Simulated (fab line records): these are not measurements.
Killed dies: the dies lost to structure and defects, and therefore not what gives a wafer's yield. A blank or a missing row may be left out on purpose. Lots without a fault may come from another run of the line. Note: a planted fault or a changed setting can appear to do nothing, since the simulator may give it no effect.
Comparing a struck lot with a sound one :: flow nand harc :: 14 out of 1302 route steps
Sound: the wafers L985.2, L985.3, L985.4. Wafers struck: L994.3, L994.4, L994.5. The cause is named last.
Each step with rows lists, per side, the tool, then ch with its chambers, then its first start. Under that, the readings that differ: sound wafers :: struck wafers :: difference of the means :: sigmas: that difference in standard deviations of wafers without a fault.
alike: same words and numbers on both sides, and readings whose means sit less than 2 such deviations apart. not compared: any withheld reading, any reading some wafer has no value for, any bound like >300 that may hide the same value, and any number with overlapping values for which the record gives no deviation.
The two part at a step that has a row with sigmas, a row that says differs or no value, or rows on one side only. Non-overlapping numbers with no deviation appear without sigmas and do not part them. A reading that every wafer of one side lacks parts them only if that side has two wafers or more.

NHARC_A_STAIRCASE_ETCH_190: etches the open film in C4F8/O2, target depth 100 nm, time 40.5 s.
  sound: rie diel-03 ch 0,1,3; struck: rie diel-09 ch 0,1,3
  alike: oes product au, rf fwd power W, rf vpp V
  not compared: rf hours counter h
NHARC_A_STAIRCASE_TRIM_191: chemistry O2, time 211.2 s.
  sound: rie diel-03 ch 0,1,2; struck: rie diel-09 ch 0,2,3
  alike: drypump motor current A, oes product au, rf vpp V, showerhead plenum p Torr, throttle valve pct
  not compared: rf hours counter h
then, 2 steps without rows for these wafers: NHARC_A_STAIRCASE_ETCH_192 (etches the open film in C4F8/O2, target depth 100 nm, time 40.5 s); NHARC_A_STAIRCASE_TRIM_193 (chemistry O2, time 211.2 s).
NHARC_A_STAIRCASE_ETCH_194: etches the open film in C4F8/O2, target depth 100 nm, time 40.5 s.
  sound: rie diel-03 ch 0,1,3; struck: rie diel-09 ch 0,2,3
  alike: oes product au, rf fwd power W, rf vpp V
  not compared: rf hours counter h
NHARC_A_STAIRCASE_TRIM_196: chemistry O2, time 211.2 s.
  sound on rie diel-03 ch 0,1,2, day 17 06:48; struck on rie diel-09 ch 0,2,3, day 20 21:41
  alike: drypump motor current A, oes product au, rf vpp V, showerhead plenum p Torr, throttle valve pct
  not compared: rf hours counter h
then, 4 steps without rows for these wafers: NHARC_A_STAIRCASE_ETCH_197 (etches the open film in C4F8/O2, target depth 100 nm, time 40.5 s); NHARC_A_STAIRCASE_TRIM_198 (chemistry O2, time 211.2 s); NHARC_A_STAIRCASE_ETCH_199 (etches the open film in C4F8/O2, target depth 100 nm, time 40.5 s); NHARC_A_STAIRCASE_TRIM_200 (chemistry O2, time 211.2 s).
NHARC_A_STAIRCASE_ETCH_201: etches the open film in C4F8/O2, target depth 100 nm, time 40.5 s.
  sound: rie diel-03 ch 0,1,3; struck: rie diel-09 ch 0,1,3
  alike: oes product au, rf fwd power W, rf vpp V
  not compared: rf hours counter h
NHARC_A_STAIRCASE_TRIM_202: chemistry O2, time 211.2 s.
  sound on rie diel-03 ch 0,1,2, day 17 07:31; struck on rie diel-09 ch 0,1,2, day 20 22:32
reading: oes product au (a.u.)
sound: 1.010 1.025 1.000
struck: 0.817 0.810 0.826
difference: -0.194
sigmas: -15
  alike: drypump motor current A, rf vpp V, showerhead plenum p Torr, throttle valve pct
  not compared: rf hours counter h
then, 1 step without rows for these wafers: NHARC_A_STAIRCASE_ETCH_203 (etches the open film in C4F8/O2, target depth 100 nm, time 40.5 s).
-- the record jumps here: 8 days lie between the struck wafers' starts before and after (it left off in module A_STAIRCASE and takes up again in module END, whose first step shown is number 1302 of the route) --
NHARC_END_SORT_01:
  at this point the record logs the struck wafers (prober-02 ch 0, day 29 08:41) and has no rows for the sound ones

## WHERE THEY PART
Earliest at NHARC_A_STAIRCASE_TRIM_202; latest, in this record, at NHARC_END_SORT_01.

WHY: what the simulator had put in
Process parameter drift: rie diel-09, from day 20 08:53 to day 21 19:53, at NHARC_A_STAIRCASE_TRIM_202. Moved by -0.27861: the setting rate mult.
